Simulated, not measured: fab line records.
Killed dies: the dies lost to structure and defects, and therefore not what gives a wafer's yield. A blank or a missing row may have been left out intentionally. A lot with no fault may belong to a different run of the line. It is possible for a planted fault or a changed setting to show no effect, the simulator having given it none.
One fault through the eyes of 2 desks -- flow n5_finfet -- every desk sees just its own numbers, and what lay behind them comes last

## AT THE TOOL OWNER'S DESK: ald_sin-04
The tool's own readings at N5_SPACER0_ALD_00 (deposits SiOCN, target thk 3.5 nm, pulse time 3 s, purge time 2 s): means of the sampled wafers that have a number, for each lot that ran on this tool. A lot is out of limits, marked OUT, if its mean lies more than 4 standard deviations from the usual mean; the brackets give that distance.
Columns: A = heater_power_w at N5_SPACER0_ALD_00, usual 837 W; B = precursor_pulse_height_rel at N5_SPACER0_ALD_00, usual 1.003
lot,first seen here,A,B
L911,day 4 11:26,868,0.982
L913,day 4 21:02,901,1.001
L921,day 6 18:44,833,0.992
Result from this desk: across the 3 lots, nothing is out of limits.

## FROM THE METROLOGY DESK
Means of the sampled wafers that have a number, per lot and without regard to the tool the lot ran on: this is what the gauges read. A lot is out of limits, marked OUT, if its mean lies more than 4 standard deviations from the usual mean; the brackets give that distance. Readings shown: 7 out of 18 (the first out of limits, and those lying furthest out on some lot).
Columns: A = DIBL_N at N5_BEOL_M4_RC_MEAS_101, usual 36.3 mV/V; B = IOFF_N at N5_BEOL_M4_RC_MEAS_101, usual 0.157 nA/um; C = IOFF_N_85C at N5_BEOL_M4_RC_MEAS_101, usual 3.1 nA/um; D = IOFF_P at N5_BEOL_M4_RC_MEAS_101, usual 0.22 nA/um; E = IOFF_P_85C at N5_BEOL_M4_RC_MEAS_101, usual 3.7 nA/um; F = IOFF_P_LIN at N5_BEOL_M4_RC_MEAS_101, usual 0.103 nA/um; G = REXT_P at N5_BEOL_M4_RC_MEAS_101, usual 100.1 ohm.um
lot,first seen here,A,B,C,D,E,F,G
L906,day 8 02:21,36.4,0.152,2.9,0.21,3.6,0.099,97.6
L911,day 10 15:31,37.0,0.168,3.2,0.22,3.7,0.102,103.7
L913,day 10 18:29,36.2,0.151,3.0,0.19,3.3,0.093,102.2
L912,day 10 18:52,36.6,0.144,2.9,0.19,3.4,0.090,100.0
L921,day 12 20:43,40.5,0.238 (+4.0) OUT,4.3,0.34,5.4,0.148,91.2
L925,day 13 12:34,35.0,0.123,2.5,0.18,3.3,0.092,99.2
L928,day 13 19:12,36.5,0.166,3.3,0.26,4.4,0.123,100.0
L929,day 14 19:49,37.5,0.171,3.4,0.28,4.6,0.128,98.7
Finding of this desk: L921 out of limits, first seen on L921 at day 12 20:43 (IOFF_N at N5_BEOL_M4_RC_MEAS_101). L906, L911, L913, L912, L925, L928, L929: within limits.

## TAKEN TOGETHER
On L921, the metrology desk was in a position to raise an alarm at day 12 20:43.
The tool owner's desk saw nothing out of limits.
The tool owner's desk has L921 on record, within its limits.
Of the lots named, all ran N5_SPACER0_ALD_00 on ald_sin-04.

## WHAT THE SIMULATOR PUT IN
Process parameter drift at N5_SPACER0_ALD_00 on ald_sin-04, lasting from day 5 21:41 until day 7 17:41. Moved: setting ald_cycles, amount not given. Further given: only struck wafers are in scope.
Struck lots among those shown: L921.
Time in hours between the start of the fault and the first out-of-limits reading at each desk: metrology desk, 167.
